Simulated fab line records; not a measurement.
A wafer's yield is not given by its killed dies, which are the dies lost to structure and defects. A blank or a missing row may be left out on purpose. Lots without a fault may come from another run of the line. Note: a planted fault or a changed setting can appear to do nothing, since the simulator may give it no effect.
fab line records + flow n5_finfet
record
- lots=4
- wafers=10
- last_day=17
route steps=1938 shown BEOL_M1@780 BEOL_M4@1111 PASSIVATION@1936
lots with no fault: from the same line, run without faults
start_h: the number of hours between the record's first day and the start of the first shown wafer of the lot + wait_h: hours elapsed since this lot's preceding step + " identical to the entry in the row above + L1.1+2: a row that stands for several wafers + - no value, or no start was given + * or withheld: withheld + < > ~ a bound
route shown NAME@n: NAME is a module with steps in the file, n the number in the route of the first one + usual: mean and standard deviation over wafers with no fault + same: alike in all rows + chamber/n: place in a boat + sites: the reading at each site + _std_site: the values' standard deviation + _edge_site: mean of outer sites minus mean of inner sites + radius_mm: for every site, how far away it sits from the centre of the wafer + mask NAME#n: copy n + behind: the most recent tool/chamber to have shaped the wafer + hold: cause of the lot's hold/its duration in hours/its outcome + device: the transistor (n, p or np) that didn't switch + end of line: tests run on the same wafers once the route is complete + for a step that has no rows: nothing shown but its recipe + killed: dies that structure and defects cost at the first sort, which is not the same as the wafer's yield + map: dies across one wafer; x = killed, . = not, _ = none there
set.NAME: the setting as run; set.NAME@STEP: as run at that earlier step + model.NAME: the simulator's own value behind a step, which no gauge read
lots at some steps of the route; a table a step, a row a wafer
services: a tool's chamber out of use, with start hour (start_h, from the record's first day; less than 0 if before it), hours out, and reason
## steps
# step N5_BEOL_M1_COAT_22
# recipe
- resist=CAR-EUV
- spin_rpm=1500
- resist_thk_nm=30
# step N5_BEOL_M1_EBR_24
# recipe
- solvent=PGMEA
- ebr_width_mm=1.5
# step N5_BEOL_M1_SOFTBAKE_23
# recipe
- temp_c=110
- time_s=60
- resist=CAR-EUV
# step N5_BEOL_M1_EXPOSE_25
# recipe
- mask_id=V0
- na=0.33
- source_shape=quasar
- sigma_inner=0.2
- sigma_outer=0.8
- polarization=unpolarized
- defocus_nm=5
- target_cd_nm=24
- dose_mj=63
# step N5_BEOL_M1_PEB_26
# recipe
- peb_temp_c=100
- peb_time_s=60
- resist=CAR-EUV
# step N5_BEOL_M1_DEVELOP_27
# recipe
- develop_time_s=30
- developer=TMAH
- resist=CAR-EUV
- rinse_liquid=surfactant_rinse
- dry=air_spin
- dev_temp_c=23
# step N5_BEOL_M1_DESCUM_33
# recipe
- chemistry=O2
- time_s=7
- source_power_w=50
- bias_power_w=20
- pressure_mtorr=20
- rf_frequency_hz=2.712e+07
- temp_c=40
- resist=CAR-EUV
- o2_flow_sccm=225
# step N5_BEOL_M1_ETCH_77
# recipe
- chemistry=N2/H2
- target=underlayer
- target_depth_a=65
- mask_material=CAR-EUV
- time_s=5.2
- ion_energy_ev=200
- pressure_mtorr=30
- source_w=840
- bias_w=150
- n2_flow_sccm=200
- h2_flow_sccm=200
- ends=cleared
# step N5_BEOL_M1_ETCH_69
# recipe
- chemistry=CF4
- target=SiARC
- target_depth_a=156
- mask_material=CAR-EUV
- time_s=26
- ion_energy_ev=80
- pressure_mtorr=40
- source_w=545
- bias_w=36
- Ar_flow_sccm=100
- cf4_flow_sccm=100
- ends=cleared
# step N5_BEOL_M1_ALD_98
# recipe
- material=SiO2
- target_thk_a=25
- temp_c=100
- ald_precursor_family=BDEAS
- ald_co_reactant=O2-plasma
- pulse_time_s=1
- co_reactant_pulse_time_s=1
- purge_time_s=2
- co_reactant_purge_time_s=2
- ald_cycles=17
- pressure_torr=2
# usual
- ald_cycles=17/0
- chamber_pressure_Torr=2.000/0.0044
- heater_power_w=79/4.5
- precursor_pulse_height_rel=1.001/0.018
- susceptor_temp_C=100.01/0.11
# same
- co_reactant_purge_time_s=2
| lot.wafer | tool       | chamber | start_h | wait_h | ald_cycles | chamber_pressure_Torr | heater_power_w | precursor_pulse_height_rel | since_wet_clean_h | susceptor_temp_C | model.SiO2_of_BEOL_M1_ALD_98.thk_nm |
|-----------|------------|---------|---------|--------|------------|-----------------------|----------------|----------------------------|-------------------|------------------|-------------------------------------|
| L484.4    | ald_sin-03 | 3       | 131.36  | 0.5    | 17         | 2.001                 | 81             | 1.003                      | 122               | 100.03           | 2.6                                 |
| L484.5    | "          | 0       | "       | "      | 17         | 2.001                 | 82             | 1.018                      | -                 | 100.04           | 2.6                                 |
| L484.6    | "          | 1       | "       | "      | 17         | 1.991                 | 78             | 1.021                      | -                 | 99.95            | 2.6                                 |
| L494.1    | ald_sin-03 | 1       | 191.21  | 0.1    | 26         | 2.003                 | 77             | 0.994                      | 181               | 99.58            | 3.8                                 |
| L494.4    | "          | 3       | "       | "      | 17         | 2.003                 | 81             | 1.004                      | 181               | 99.88            | 2.6                                 |
| L497.1    | ald_sin-03 | 2       | 208.64  | 0.1    | 26         | 1.989                 | 82             | 1.016                      | 199               | 99.89            | 3.8                                 |
| L497.3    | "          | 1       | "       | "      | 26         | 2.001                 | 77             | 1.028                      | 199               | 100.03           | 3.8                                 |
| L504.1    | ald_sin-01 | 2       | 253.89  | 0.1    | 17         | 2.001                 | 89             | 0.987                      | 351               | 100.08           | 2.6                                 |
| L504.3    | "          | 1       | "       | "      | 17         | 2.003                 | 73             | 0.984                      | 351               | 99.99            | 2.4                                 |
| L504.4    | "          | 0       | "       | "      | 17         | 2.002                 | 76             | 0.989                      | 351               | 100.22           | 2.4                                 |
# step N5_BEOL_M1_ETCHBACK_99
# recipe
- chemistry=CHF3
- target=SiO2
- target_depth_a=50
- time_s=10.4
- source_w=215
- bias_w=47
- Ar_flow_sccm=200
- CHF3_flow_sccm=12
- ion_energy_ev=100
- pressure_mtorr=30
# step N5_BEOL_M1_ETCH_70
# recipe
- chemistry=N2/H2
- target=SOC
- target_depth_a=800
- overetch_a=160
- mask_material=SiARC
- temp_c=40
- time_s=120
- ion_energy_ev=200
- pressure_mtorr=30
- source_w=840
- bias_w=150
- n2_flow_sccm=200
- h2_flow_sccm=200
# step N5_BEOL_M1_STRIP_71
# recipe
- chemistry=N2/H2
- temp_c=40
- n2_flow_sccm=200
- h2_flow_sccm=200
- rf_frequency_hz=6e+07
# step N5_BEOL_M1_STRIP_78
# recipe
- chemistry=N2/H2
- temp_c=40
- n2_flow_sccm=200
- h2_flow_sccm=200
- rf_frequency_hz=6e+07
# step N5_BEOL_M1_VIA_ETCH_34
# recipe
- chemistry=C4F6/O2
- target_depth_a=678
- mask_material=SOC
- pressure_mtorr=15
- ion_energy_ev=250
- taper_deg=4
- time_s=64.4
- source_w=350
- bias_w=170
- Ar_flow_sccm=300
- C4F6_flow_sccm=10
- O2_flow_sccm=10
# usual
- chamber_pressure_mTorr=14.998/0.014
- drypump_motor_current_A=5.8/0.33
- oes_product_au=0.78/0.087
- rf_vpp_V=665/8
- showerhead_plenum_p_Torr=2.85/0.07
- throttle_valve_pct=30.80/0.25
# same
- time_s=64.4
| lot.wafer | tool        | chamber | start_h | wait_h | chamber_pressure_mTorr | drypump_motor_current_A | oes_product_au | rf_hours_counter_h | rf_vpp_V | showerhead_plenum_p_Torr | throttle_valve_pct | model.BEOL_M1.cd_nm |
|-----------|-------------|---------|---------|--------|------------------------|-------------------------|----------------|--------------------|----------|--------------------------|--------------------|---------------------|
| L484.4    | rie_diel-06 | 3       | 131.64  | 0.0    | 15.016                 | 5.8                     | 0.66           | -                  | 657      | 2.90                     | 30.53              | 18                  |
| L484.5    | "           | 2       | "       | "      | 14.970                 | 5.2                     | 0.85           | -                  | 676      | 2.87                     | 30.87              | 17.6                |
| L484.6    | "           | 0       | "       | "      | 15.004                 | 5.7                     | 0.71           | -                  | 675      | 2.92                     | 30.62              | 18                  |
| L494.1    | rie_diel-04 | 0       | 196.95  | 0.0    | 15.017                 | 6.3                     | 0.97           | 2                  | 663      | 2.79                     | 30.91              | 15.4                |
| L494.4    | "           | 2       | "       | "      | 15.007                 | 5.7                     | 0.81           | 106                | 656      | 2.75                     | 30.80              | 18.2                |
| L497.1    | rie_diel-04 | 1       | 212.26  | 0.0    | 14.996                 | 5.5                     | 0.68           | 229                | 657      | 2.92                     | 30.85              | 15.4                |
| L497.3    | "           | 2       | "       | "      | 14.990                 | 5.6                     | 0.80           | 112                | 656      | 2.74                     | 30.81              | 15.6                |
| L504.1    | rie_diel-04 | 1       | 261.05  | 0.0    | 14.980                 | 5.6                     | 0.66           | 244                | 657      | 2.92                     | 30.86              | 17.8                |
| L504.3    | "           | 3       | "       | "      | 15.003                 | 5.5                     | 0.77           | 136                | 669      | 2.85                     | 30.77              | 17.8                |
| L504.4    | "           | 2       | "       | "      | 14.975                 | 5.6                     | 0.78           | 127                | 658      | 2.74                     | 30.82              | 17.6                |
# step N5_BEOL_M1_STRIP_83
# recipe
- chemistry=C4F6/O2
- resist=SiARC
- rf_frequency_hz=6e+07
# step N5_BEOL_M1_STRIP_36
# recipe
- chemistry=N2/H2
- power_w=450
- temp_c=40
- pressure_mtorr=20
- rf_frequency_hz=6e+07
- overash_fraction=0.3
- bias_power_w=7
- h2_frac=0.5
- n2_flow_sccm=200
- h2_flow_sccm=200
# step N5_BEOL_M1_TRENCH_ETCH_37
# recipe
- chemistry=C4F6/O2
- target_depth_a=552.07
- target=SiOC
- time_s=29
- ion_energy_ev=250
- pressure_mtorr=30
- source_w=355
- bias_w=185
- Ar_flow_sccm=300
- C4F6_flow_sccm=10
- O2_flow_sccm=10
# step N5_BEOL_M1_ETCH_41
# recipe
- chemistry=CH3F/O2
- target=SiCN
- target_depth_a=319
- taper_deg=2
- time_s=57.8
- ion_energy_ev=120
- mask_material=TiN
- pressure_mtorr=30
- source_w=395
- bias_w=75
- Ar_flow_sccm=150
- CH3F_flow_sccm=30
- O2_flow_sccm=20
# step N5_BEOL_M1_STRIP_97
# recipe
- chemistry=N2/H2
- time_s=10
- power_w=450
- temp_c=40
- pressure_mtorr=20
- rf_frequency_hz=6e+07
- bias_power_w=7
- n2_flow_sccm=200
- h2_flow_sccm=200
# step N5_BEOL_M1_HM_STRIP_39
# recipe
- chemistry=peroxide_tin_strip
- material=TiN
- target_depth_a=250
- temp_c=50
- time_s=158
# step N5_BEOL_M1_SRD_40
# recipe
- time_s=30
- temp_c=23
- rinse_liquid=diw
- dry=ipa_marangoni
# step N5_BEOL_M1_PRECLEAN_42
# recipe
- chemistry=residue_remover
- time_s=60
- temp_c=40
# step N5_BEOL_M1_SRD_43
# recipe
- time_s=30
- temp_c=23
- rinse_liquid=diw
- dry=ipa_marangoni
# step N5_BEOL_M1_DEGAS_44
# recipe
- ambient=vacuum
- temp_c=250
- time_s=60
# step N5_BEOL_M1_PRE_CLEAN_45
# recipe
- gas=H2/He
- time_s=30
- temp_c=250
# step N5_BEOL_M1_ALD_84
# recipe
- material=TaN
- target_thk_a=*
- temp_c=275
- ald_precursor_family=PDMAT
- ald_co_reactant=NH3
- pressure_torr=3
- carrier_flow_sccm=1500
- pulse_time_s=2
- purge_time_s=3
- co_reactant_purge_time_s=2
- co_reactant_pulse_time_s=3
- ald_cycles=30
- precursor_vessel_temp_c=75
- precursor_vessel_pressure_torr=26.25
- precursor_vessel_carrier_sccm=1000
# step N5_BEOL_M1_SURFACE_TREAT_85
# recipe
- gas=Ar
- time_s=*
- ion_energy_ev=*
- ion_current_ma_cm2=0.5
- pressure_mtorr=*
- ar_flow_sccm=30
# step N5_BEOL_M1_CVD_47
# recipe
- material=Co
- target_thk_a=30
- temp_c=withheld
- precursor=CCTBA/H2
- pressure_torr=30
- time_s=223.8
# step N5_BEOL_M1_SPUTTER_48
# recipe
- material=Cu
- target_thk_a=45
- temp_c=-20
- chamber_pressure_pa=0.07
- power_w=withheld
- time_s=8.29
# step N5_BEOL_M1_ANNEAL_49
# recipe
- temp_c=400
- time_s=240
- ambient=vacuum
# step N5_BEOL_M1_SPUTTER_79
# recipe
- material=Cu
- target_thk_a=45
- temp_c=-20
- chamber_pressure_pa=0.07
- power_w=withheld
- time_s=8.29
# step N5_BEOL_M1_ANNEAL_80
# recipe
- temp_c=400
- time_s=240
- ambient=vacuum
# step N5_BEOL_M1_SPUTTER_81
# recipe
- material=Cu
- target_thk_a=45
- temp_c=-20
- chamber_pressure_pa=0.07
- power_w=withheld
- time_s=8.29
# step N5_BEOL_M1_ANNEAL_82
# recipe
- temp_c=400
- time_s=240
- ambient=vacuum
# step N5_BEOL_M1_SPUTTER_86
# recipe
- material=Cu
- target_thk_a=45
- temp_c=-20
- chamber_pressure_pa=0.07
- power_w=withheld
- time_s=8.29
# step N5_BEOL_M1_ANNEAL_87
# recipe
- temp_c=400
- time_s=240
- ambient=vacuum
# step N5_BEOL_M4_RC_MEAS_101
# usual
- CHAIN_V0=238/8.1
- CHAIN_V0_max_site=247/8.9
- DIBL_N=36.5/1.4
- DIBL_P=36.5/1.6
- IOFF_N=0.163/0.022
- IOFF_P=0.219/0.029
- ION_N=675/8.3
- ION_P=464/6.2
- SS_N=71.5/0.52
- SS_P=73.4/0.57
- VT_N=249.7/2.6
- VT_P=-250/3
| lot.wafer | tool      | chamber | start_h | wait_h | CHAIN_V0[ohm/link] | CHAIN_V0_max_site[ohm/link] | DIBL_N[mV/V] | DIBL_P[mV/V] | IOFF_N[nA/um] | IOFF_P[nA/um] | ION_N[uA/um] | ION_P[uA/um] | SS_N[mV/dec] | SS_P[mV/dec] | VT_N[mV] | VT_P[mV] |
|-----------|-----------|---------|---------|--------|--------------------|-----------------------------|--------------|--------------|---------------|---------------|--------------|--------------|--------------|--------------|----------|----------|
| L484.4    | prober-01 | 0       | 171.63  | 0.5    | 244                | 253                         | 36.0         | 34.1         | 0.126         | 0.197         | 664          | 463          | 71.4         | 72.9         | 258.0    | -250     |
| L484.5    | "         | 0       | "       | "      | 249                | 262                         | 37.7         | 36.0         | 0.153         | 0.229         | 663          | 462          | 71.5         | 73.4         | 254.3    | -247     |
| L484.6    | "         | 0       | "       | "      | 244                | 253                         | 36.5         | 33.8         | 0.126         | 0.191         | 667          | 460          | 71.8         | 73.0         | 257.9    | -251     |
| L494.1    | prober-02 | 0       | 231.98  | 0.0    | 295                | 303                         | 35.2         | 36.0         | 0.148         | 0.232         | 675          | 468          | 70.5         | 72.0         | 250.1    | -248     |
| L494.4    | "         | 0       | "       | "      | 235                | 240                         | 38.3         | 38.4         | 0.217         | 0.288         | 693          | 475          | 71.7         | 73.1         | 245.6    | -242     |
| L497.1    | prober-02 | 0       | 258.55  | 0.0    | 304                | 319                         | 35.7         | 37.0         | 0.156         | 0.231         | 670          | 464          | 71.7         | 73.9         | 252.4    | -247     |
| L497.3    | "         | 0       | "       | "      | 298                | 314                         | 37.2         | 38.7         | 0.187         | 0.253         | 673          | 463          | 72.3         | 73.9         | 248.2    | -248     |
| L504.1    | prober-01 | 0       | 298.21  | 0.0    | 243                | 249                         | 36.8         | 37.1         | 0.175         | 0.198         | 666          | 450          | 71.4         | 73.8         | 251.3    | -254     |
| L504.3    | "         | 0       | "       | "      | 231                | 239                         | 35.0         | 35.4         | 0.141         | 0.176         | 665          | 456          | 70.8         | 73.8         | 251.7    | -255     |
| L504.4    | "         | 0       | "       | "      | 245                | 255                         | 34.0         | 34.5         | 0.126         | 0.160         | 660          | 454          | 71.0         | 73.5         | 253.9    | -253     |
# sites CHAIN_V0 radius_mm=0,75,75,75,75,140,140,140,140
L484.4 231 253 244 242 250 246 244 240 238
L494.1 302 295 303 295 298 283 273 285 280
L497.1 307 301 314 304 319 291 305 295 299
L504.1 246 246 246 243 249 227 227 233 233
# step N5_PASSIVATION_PROBE_49
# usual
- defect_limited_yield=91.2/1.6
- killed_at_M0_to_M3=33/11
- killed_at_M4_up=15/6.2
- killed_at_contacts=15/7.1
- killed_at_front_end=38/12
- killed_at_other=4/3.5
- killed_dies=104/19
- killed_on_rim=14/4
- killed_open=69/14
- killed_short=34/8.5
- sort_bin_5_function=5.2/0.99
- sort_bin_6_memory=3.3/0.77
- sort_n_pass=1076/19
- sort_yield_pct=91.2/1.6
# same
- gross_dies=1180
- killed_at_back_side=0
- sort_bin_4_leakage[%]=0
- sort_bin_8_speed[%]=0
| lot.wafer | tool      | chamber | start_h | wait_h | defect_limited_yield[%] | killed_at_M0_to_M3 | killed_at_M4_up | killed_at_contacts | killed_at_front_end | killed_at_other | killed_dies | killed_on_rim | killed_open | killed_short | sort_bin_5_function[%] | sort_bin_6_memory[%] | sort_n_pass | sort_yield_pct[%] |
|-----------|-----------|---------|---------|--------|-------------------------|--------------------|-----------------|--------------------|---------------------|-----------------|-------------|---------------|-------------|--------------|------------------------|----------------------|-------------|-------------------|
| L484.4    | prober-02 | -       | 279.66  | 0.2    | 89.4                    | 29                 | 11              | 19                 | 62                  | 4               | 125         | 19            | 76          | 49           | 6.8                    | 3.6                  | 1055        | 89.4              |
| L484.5    | prober-02 | -       | 279.71  | 0.2    | 91.0                    | 26                 | 11              | 30                 | 34                  | 5               | 106         | 19            | 74          | 32           | 5.9                    | 2.9                  | 1074        | 91.0              |
| L484.6    | prober-02 | -       | 279.76  | 0.3    | 89.9                    | 34                 | 15              | 12                 | 45                  | 13              | 119         | 16            | 90          | 28           | 5.6                    | 4.0                  | 1061        | 89.9              |
| L494.1    | prober-02 | -       | 335.06  | 0.0    | 77.5                    | 189                | 18              | 16                 | 38                  | 4               | 265         | 76            | 69          | 36           | 18.2                   | 3.9                  | 915         | 77.5              |
| L494.4    | prober-02 | -       | 335.21  | 0.2    | 92.3                    | 26                 | 15              | 10                 | 35                  | 5               | 91          | 10            | 68          | 23           | 4.4                    | 3.2                  | 1089        | 92.3              |
| L497.1    | prober-02 | -       | 375.12  | 0.0    | 75.8                    | 192                | 20              | 14                 | 51                  | 8               | 285         | 19            | 93          | 43           | 20.3                   | 3.4                  | 895         | 75.8              |
| L497.3    | prober-02 | -       | 375.22  | 0.1    | 81.1                    | 116                | 13              | 9                  | 82                  | 3               | 223         | 60            | 84          | 44           | 14.4                   | 4.1                  | 957         | 81.1              |
# killed by level:class
L484.4 FIN_SAQP:geometric_particle:short=13 MOL_CONTACT_COAG:geometric_particle:open=13 FIN_SAQP:geometric_particle:open=11 STI_FIN_REVEAL:geometric_particle:open=11 GATE_CUT:geometric_particle:short=11 BEOL_M0_SAQP:geometric_particle:short=10 BEOL_M3:geometric_particle:open=7 DUMMY_GATE:geometric_particle:open=6
L484.5 MOL_CONTACT_COAG:geometric_particle:open=23 STI_FIN_REVEAL:geometric_particle:open=12 MOL_CONTACT_COAG:geometric_particle:short=7 BEOL_M3:geometric_particle:open=7 BEOL_M0_SAQP:geometric_particle:short=6 BEOL_M0_SAQP:geometric_particle:open=6 BEOL_M4:geometric_particle:open=6 FIN_SAQP:geometric_particle:open=4
L484.6 STI_FIN_REVEAL:geometric_particle:open=24 MOL_CONTACT_COAG:geometric_particle:open=10 BEOL_M1:geometric_particle:open=9 BEOL_M0_SAQP:geometric_particle:open=8 GATE_CUT:geometric_particle:short=7 MIM_TOP_ETCH:geometric_particle:open=5 BEOL_M0_SAQP:geometric_particle:short=4 BEOL_M2:geometric_particle:open=4
L494.1 BEOL_M1:area_etchback=160 FIN_SAQP:geometric_particle:open=11 MOL_CONTACT_COAG:geometric_particle:open=10 BEOL_M2:geometric_particle:open=8 STI_FIN_REVEAL:geometric_particle:open=7 BEOL_M1:geometric_particle:open=7 MOL_CONTACT_COAG:geometric_particle:short=6 BEOL_M0_SAQP:geometric_particle:open=4
L494.4 STI_FIN_REVEAL:geometric_particle:open=10 MOL_CONTACT_COAG:geometric_particle:open=8 BEOL_M2:geometric_particle:open=8 ILD0:geometric_particle:open=7 BEOL_M0_SAQP:geometric_particle:short=7 BEOL_M4:geometric_particle:open=7 BEOL_M0_SAQP:geometric_particle:open=4 BEOL_M1:geometric_particle:open=4
L497.1 BEOL_M1:area_etchback=147 STI_FIN_REVEAL:geometric_particle:open=16 FIN_SAQP:geometric_particle:open=11 MOL_CONTACT_COAG:geometric_particle:open=11 BEOL_M3:geometric_particle:open=8 BEOL_M0_SAQP:geometric_particle:short=8 BEOL_M0_SAQP:geometric_particle:open=7 FIN_SAQP:geometric_particle:short=6
L497.3 BEOL_M1:area_etchback=94 FIN_SAQP:geometric_particle:open=24 STI_FIN_REVEAL:geometric_particle:open=20 FIN_SAQP:geometric_particle:short=15 STI_FIN_REVEAL:geometric_particle:short=9 MOL_CONTACT_COAG:geometric_particle:open=7 BEOL_M0_SAQP:geometric_particle:open=6 BEOL_M4:geometric_particle:open=5
# map L494.1 (x killed, . not)
_________________..x.x.x...xx________________
______________...x.....xx...x..x_____________
___________............xx..x...x.x.__________
__________x.xx.........x...x.xx...x._________
________x..x..x.......xx..........xxx._______
_______...x........x..x..xx.......x..x.______
______..xx..x....x..............x.xx..x._____
_____xxx.........x...x......x.....x.....x____
____xxxx...........x......x........x.xx...___
___..........x...........................x.__
___...x........x....x.....x....x....x.x...x__
__..x..................x..................x._
__x....x......x...xx............x..........._
_xx....x.........x.............x.......x....x
_.x.x........x..............................x
_x.x........x........x............x..........
_xx...x..x.....................xx.........x..
_..x...x.x...........x.....................x.
_....x..x...x.x...x.........x.............xxx
_..x...x....x......x..x..x....x........x.....
_.x..x.......x..........x.......x...x...x..xx
__xxx.......x...............x.....x..x.....x_
__x.xx..........x..............x..x....x..xx_
___.xx.x......x.........x........x....x..xx__
___.x.x....x.......x....x..........x...x...__
____.x.x............x.........x.......xxx.___
_____xxxx..x...x...x..x......x....x.x...x____
______xxxxx.x......................xxx.._____
_______x..x......x...xx..xx........xxxx______
________..x.x.x...xxx..........xxxx.x._______
__________.x.xxx.xxx.......x...xxx.._________
___________x.xx...x....xxxx.x..x.xx__________
______________xxx.x.xxxxxxxxxxx._____________
_________________xx.xx.x.x.xx________________
# map L497.1 (x killed, . not)
_________________..........x.________________
______________..x...xx..x....x.._____________
___________......x...x.............__________
__________...x...........x......x..._________
________.....x.....x....xx............_______
_______x..........x....................______
______.......xx.....x..x.x......x....x.._____
_____x...x......x........xx.........x....____
____.x........xx..x.xxx...x.x.x...........___
___...xx.......xx..xx..x..xx....x.x......x.__
___...x....x.xxxxx...xx..x.xx.............x__
__.....xx.x..xxx.x......xxxx.......xx.....x._
__.....x.x.x..xx....xx..xxx..x.............._
_.....x...x.....x....x..x...xxx..........x..x
_...........x.x.xxx.xxxxx......xx.........x..
_.....x.x.x.x.xx.x.xxxxxxx..xx..xx..xx....x..
_..x.xx.......x...xxx..xx...xx..x..x.........
_.........x....x.xxxxxxx..x.x...x.x...x......
_........x.xxx.x.xxx..xx.x.xxx.x.x...........
_.....x...xx..x......xxxxxx............x.....
_...x..x....x.x.x..xxx.xx..xx................
__...........x...x.x.x..x..x........x......._
__......xx..x.x..x.xx.x..x..x.......x......._
___..........x...x.xx.....x.xx.......x..x..__
___.....x.......x..xx...x...xx........x....__
____........x.xx...x.x.x.xxx.........x....___
_____...x......x......xx.x..xx..........x____
______......x....x.....x...x.x.x....x.x._____
_______.......x.......xx............x.x______
________x.x....xx.x.......xx.........._______
__________.x.........xx.x..x...x...._________
___________......x.....x..........x__________
______________....x............._____________
_________________....xx......________________
## services
| tool        | chamber | start_h | hours | kind                          |
|-------------|---------|---------|-------|-------------------------------|
| rie_diel-06 | 1       | 114.71  | 23.0  | repair                        |
| rie_diel-06 | 3       | 114.84  | 4.0   | repair                        |
| rie_diel-06 | 3       | 138.00  | -     | clean                         |
| rie_diel-06 | 3       | 138.00  | -     | consumable_replace:focus_ring |
| rie_diel-06 | 3       | 138.00  | 20.4  | scheduled_down                |
| rie_diel-06 | 3       | 138.00  | 20.4  | vent_cycle                    |
| rie_diel-04 | 1       | 139.91  | 2.5   | repair                        |
| ald_sin-01  | 3       | 157.56  | 52.7  | repair                        |
| rie_diel-04 | -       | 163.06  | 1.1   | repair                        |
| rie_diel-04 | 0       | 170.61  | -     | clean                         |
| rie_diel-04 | 0       | 170.61  | -     | consumable_replace:focus_ring |
| rie_diel-04 | 0       | 170.61  | 19.5  | scheduled_down                |
| rie_diel-04 | 0       | 170.61  | 19.5  | vent_cycle                    |
| rie_diel-04 | 3       | 206.29  | 13.1  | repair                        |
| rie_diel-06 | 0       | 255.87  | -     | clean                         |
| rie_diel-06 | 0       | 255.87  | -     | consumable_replace:focus_ring |
| rie_diel-06 | 0       | 255.87  | 11.8  | scheduled_down                |
| rie_diel-06 | 0       | 255.87  | 11.8  | vent_cycle                    |
## key
first_sign
- step=N5_BEOL_M1_ALD_98
- reading=ald_cycles
- direction=up
- sigmas=99+
- usual=*
- struck=*
effect
- step=N5_BEOL_M4_RC_MEAS_101
- reading=CHAIN_V0
- direction=up
- sigmas=7.6
- usual=238
- struck=299
effect
- step=N5_BEOL_M4_RC_MEAS_101
- reading=CHAIN_V0_max_site
- direction=up
- sigmas=7.3
- usual=247
- struck=312
effect
- step=N5_PASSIVATION_PROBE_49
- reading=killed_at_M0_to_M3
- direction=up
- sigmas=13
- usual=33
- struck=166
model_effect
- step=N5_BEOL_M1_ALD_98
- value=SiO2_of_BEOL_M1_ALD_98.thk_nm
- without=2.4
- struck=3.8
model_effect
- step=N5_BEOL_M1_VIA_ETCH_34
- value=BEOL_M1.cd_nm
- without=18.2
- struck=15.47
more_kills_born_at
- N5_BEOL_M1_ETCHBACK_99@rie_diel-04=401
met_at N5_BEOL_M1_ALD_98
struck_wafers L494.1,L497.1,L497.3
onset_between 131.36 191.21
fault
- kind=process_parameter_drift
- tool=ald_sin-03
- chamber=-
- onset_h=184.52
- steps=N5_BEOL_M1_ALD_98
- channel=ald_cycles
- offset=*
- shape=step
- end_h=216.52
- scope=struck_wafers_only
- acts_in=*
- stated=*
